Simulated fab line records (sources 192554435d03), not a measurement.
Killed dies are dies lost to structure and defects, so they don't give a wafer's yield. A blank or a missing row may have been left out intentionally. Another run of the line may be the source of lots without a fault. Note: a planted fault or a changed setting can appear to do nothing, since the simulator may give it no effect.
A single fault, viewed from 2 desks :: flow n5Finfet :: each desk holds nothing but its own numbers, with what lay behind them at the end

METROLOGY DESK
What the gauges read, lot by lot, whatever tool the lot ran on: means of the sampled wafers that have a number. If a lot's mean is further than 4 standard deviations from the usual mean, the lot is out of limits and carries the mark OUT (the distance appears in the brackets). Of its 10 readings 7 are shown: those that lie furthest out on some lot.
Columns: A = DIBL_N at N5_BEOL_M4_RC_MEAS_101, usual 36.4 mV/V; B = DIBL_P at N5_BEOL_M4_RC_MEAS_101, usual 36 mV/V; C = IOFF_P at N5_BEOL_M4_RC_MEAS_101, usual 0.21 nA/um; D = ION_P at N5_BEOL_M4_RC_MEAS_101, usual 464 uA/um; E = SS_P at N5_BEOL_M4_RC_MEAS_101, usual 73.3 mV/dec; F = VT_N at N5_BEOL_M4_RC_MEAS_101, usual 250 mV; G = VT_P at N5_BEOL_M4_RC_MEAS_101, usual -251 mV
lot: L672
first seen here: day 7 20:13
A: 36.8
B: 38
C: 0.28
D: 469
E: 74.0
F: 248
G: -244

lot: L675
first seen here: day 8 21:05
A: 37.0
B: 38
C: 0.30
D: 482
E: 73.2
F: 245
G: -241

lot: L678
first seen here: day 10 10:13
A: 32.5
B: 32
C: 0.15
D: 458
E: 72.9
F: 257
G: -255

lot: L680
first seen here: day 10 14:48
A: 37.2
B: 36
C: 0.22
D: 461
E: 73.4
F: 251
G: -251

lot: L687
first seen here: day 12 11:10
A: 36.2
B: 36
C: 0.20
D: 452
E: 73.2
F: 250
G: -250

lot: L689
first seen here: day 12 21:01
A: 39.7
B: 40
C: 0.24
D: 468
E: 73.9
F: 249
G: -250

lot: L692
first seen here: day 13 10:51
A: 34.9
B: 33
C: 0.17
D: 459
E: 72.3
F: 253
G: -254

lot: L693
first seen here: day 14 04:37
A: 37.0
B: 38
C: 0.23
D: 469
E: 73.6
F: 246
G: -251

lot: L695
first seen here: day 14 07:26
A: 31.1
B: 31
C: 0.11
D: 446
E: 71.4
F: 258
G: -261
Finding of this desk: none of the 9 lots has anything out of limits.

DESK OF THE TOOL OWNER: rieDiel-06
The tool's own readings at N5_MOL_CONTACT_COAG_ETCH_15 (etches SiNx in CH3F/O2, stops on Si:P, target depth 7 nm): means of the sampled wafers that have a number, for each lot that ran on this tool. If a lot's mean is further than 4 standard deviations from the usual mean, the lot is out of limits and carries the mark OUT (the distance appears in the brackets).
Columns: A = chamberPressureMTorr at N5_MOL_CONTACT_COAG_ETCH_15, usual 30.004 mTorr; B = drypumpMotorCurrentA at N5_MOL_CONTACT_COAG_ETCH_15, usual 5.6 A; C = oesProductAu at N5_MOL_CONTACT_COAG_ETCH_15, usual 0.58 a.u.; D = rfVppV at N5_MOL_CONTACT_COAG_ETCH_15, usual 294 V; E = showerheadPlenumPTorr at N5_MOL_CONTACT_COAG_ETCH_15, usual 1.99 Torr; F = throttleValvePct at N5_MOL_CONTACT_COAG_ETCH_15, usual 16.24 %
lot: L672
first seen here: day 4 15:04
A: 29.999
B: 5.7
C: 0.61
D: 288
E: 1.96
F: 16.27

lot: L675
first seen here: day 5 09:37
A: 30.013
B: 5.1
C: 0.62
D: 287
E: 2.00
F: 16.21

lot: L680
first seen here: day 6 16:13
A: 30.004
B: 5.8
C: 0.58
D: 290
E: 2.08
F: 16.12
Finding of this desk: none of the 3 lots has anything out of limits.

PUT TOGETHER
Metrology desk: nothing out of limits seen.
Nothing out of limits was seen by the tool owner's desk.

WHAT HAD BEEN PUT IN BY THE SIMULATOR
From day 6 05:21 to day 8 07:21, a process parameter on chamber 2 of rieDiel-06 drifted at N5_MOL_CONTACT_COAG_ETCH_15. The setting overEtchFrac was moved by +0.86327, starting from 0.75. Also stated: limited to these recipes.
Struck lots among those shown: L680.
